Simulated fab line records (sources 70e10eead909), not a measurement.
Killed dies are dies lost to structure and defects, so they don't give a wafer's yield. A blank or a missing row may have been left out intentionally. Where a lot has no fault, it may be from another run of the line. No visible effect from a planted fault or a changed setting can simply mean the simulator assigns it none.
Which of the tools did it? -- flow nand-harc -- Sampling: 11 lots, 33 wafers, 5 of 1159 route steps

## WHAT EACH GAUGE READ, for each wafer
NHARC_A_CHANNEL_HOLE_D1_INSPECT_40.
lot,measured,on,raw-defect-count
L222,day 8 10:19,defect-inspect-01,65 28 57
L225,day 9 04:26,defect-inspect-01,289 308 285
L227,day 9 22:44,defect-inspect-01,321 369 303
L230,day 10 09:11,defect-inspect-02,359 344 303
L234,day 11 17:55,defect-inspect-02,55 67 98
L238,day 12 13:20,defect-inspect-02,61 77 97
L240,day 12 13:53,defect-inspect-01,59 48 56
L239,day 12 17:29,defect-inspect-01,69 92 86
L242,day 13 10:17,defect-inspect-01,81 44 60
L243,day 13 21:23,defect-inspect-01,66 57 85
L244,day 14 02:44,defect-inspect-01,66 64 62

## EACH LOT AND THE TOOL THAT RAN IT (in order: tool; ch and the chambers of the sampled wafers; start)
lot,NHARC_A_CHANNEL_HOLE_D1_ETCH_39,NHARC_A_CHANNEL_HOLE_D1_ETCH_16,NHARC_A_CHANNEL_HOLE_D1_ETCH_19,NHARC_A_CHANNEL_HOLE_D1_ETCH_44
L222,"rie-diel-02 ch 0,1,3, day 8 04:39 or earlier","rie-diel-02 ch 0,1, day 8 04:39 or earlier","har-etch-02 ch 0,1, day 8 04:39","rie-diel-12 ch 0,1,3, day 8 09:22"
L225,"rie-diel-12 ch 0,3, day 8 22:45 or earlier","rie-diel-12 ch 1,3, day 8 22:45 or earlier","har-etch-02 ch 0,1, day 8 22:45","rie-diel-02 ch 2,3, day 9 03:27"
L227,"rie-diel-02 ch 0,1,2, day 9 16:36 or earlier","rie-diel-02 ch 0,1,2, day 9 16:36 or earlier","har-etch-02 ch 0,1, day 9 16:36","rie-diel-02 ch 1,2, day 9 21:26"
L230,"rie-diel-02 ch 0,1, day 10 03:28 or earlier","rie-diel-02 ch 0,2,3, day 10 03:28 or earlier","har-etch-02 ch 0,1, day 10 03:28","rie-diel-12 ch 1,3, day 10 08:08"
L234,"rie-diel-02 ch 1,3, day 11 12:11 or earlier","rie-diel-02 ch 0,1, day 11 12:11 or earlier","har-etch-01 ch 0,1, day 11 12:11","rie-diel-04 ch 0,2,3, day 11 16:52"
L238,"rie-diel-04 ch 0,2,3, day 12 07:39 or earlier","rie-diel-04 ch 0,2,3, day 12 07:39 or earlier","har-etch-01 ch 0,1, day 12 07:39","rie-diel-04 ch 0,1,2, day 12 12:22"
L240,"rie-diel-12 ch 1,2,3, day 12 08:01 or earlier","rie-diel-12 ch 1,3, day 12 08:01 or earlier","har-etch-02 ch 0,1, day 12 08:01","rie-diel-12 ch 1,2, day 12 12:46"
L239,"rie-diel-12 ch 1,3, day 12 11:48 or earlier","rie-diel-12 ch 1,2, day 12 11:48 or earlier","har-etch-01 ch 0,1, day 12 11:48","rie-diel-12 ch 0,2,3, day 12 16:31"
L242,"rie-diel-12 ch 0,1, day 13 04:36 or earlier","rie-diel-12 ch 2,3, day 13 04:36 or earlier","har-etch-02 ch 0,1, day 13 04:36","rie-diel-12 ch 0,2, day 13 09:17"
L243,"rie-diel-04 ch 1,3, day 13 15:41 or earlier","rie-diel-04 ch 0,3, day 13 15:41 or earlier","har-etch-02 ch 0,1, day 13 15:41","rie-diel-04 ch 0,2, day 13 20:24"
L244,"rie-diel-12 ch 0,2,3, day 13 21:01 or earlier","rie-diel-12 ch 0,2,3, day 13 21:01 or earlier","har-etch-02 ch 0,1, day 13 21:01","rie-diel-02 ch 1,3, day 14 01:42"
- NHARC_A_CHANNEL_HOLE_D1_ETCH_39: etches the open film in N2/H2, target depth 260 nm, time 325 s.
- NHARC_A_CHANNEL_HOLE_D1_ETCH_16: etches the open film in O2/COS, target depth 3100 nm, time 806 s.
- NHARC_A_CHANNEL_HOLE_D1_ETCH_19: etches the open film in C4F8/O2/Ar, time 34.5 s.
- NHARC_A_CHANNEL_HOLE_D1_ETCH_44: etches the open film in CF4/O2, target depth 140 nm, overetch 14 nm, time 77 s.

## THE ANSWER, worked out from the rows above alone
Rule: usual is defined by the lots themselves. Put in order of their means at a reading, lots are off if they are a third of the lots or fewer, leave a main group of 4 or more, and stand apart from it by a gap of 3 or more times the standard deviation of the main group's means; of several such gaps the widest counts. A main group is skipped when, at the precision printed for the reading in the tables above, its means are all equal. Also off: a lot with no number at a reading for which 4 or more lots have one. The other lots that the step has rows for count as sound.
Off, at NHARC_A_CHANNEL_HOLE_D1_INSPECT_40 on raw-defect-count: L225, L227, L230. The main group: mean 67, standard deviation 11.
A tool fits if, at a process step before that reading, it ran every lot that is off, and no sound lot after the first of them. The gauges at NHARC_A_CHANNEL_HOLE_D1_INSPECT_40 are tried like those tools. NHARC_A_CHANNEL_HOLE_D1_ETCH_39 gives no start for some lots, so the hours and the order of its lots are those of NHARC_A_CHANNEL_HOLE_D1_ETCH_19. NHARC_A_CHANNEL_HOLE_D1_ETCH_16 gives no start for some lots, so the hours and the order of its lots are those of NHARC_A_CHANNEL_HOLE_D1_ETCH_19. None of those tried fits.

## WHAT WAS PUT IN BY THE SIMULATOR
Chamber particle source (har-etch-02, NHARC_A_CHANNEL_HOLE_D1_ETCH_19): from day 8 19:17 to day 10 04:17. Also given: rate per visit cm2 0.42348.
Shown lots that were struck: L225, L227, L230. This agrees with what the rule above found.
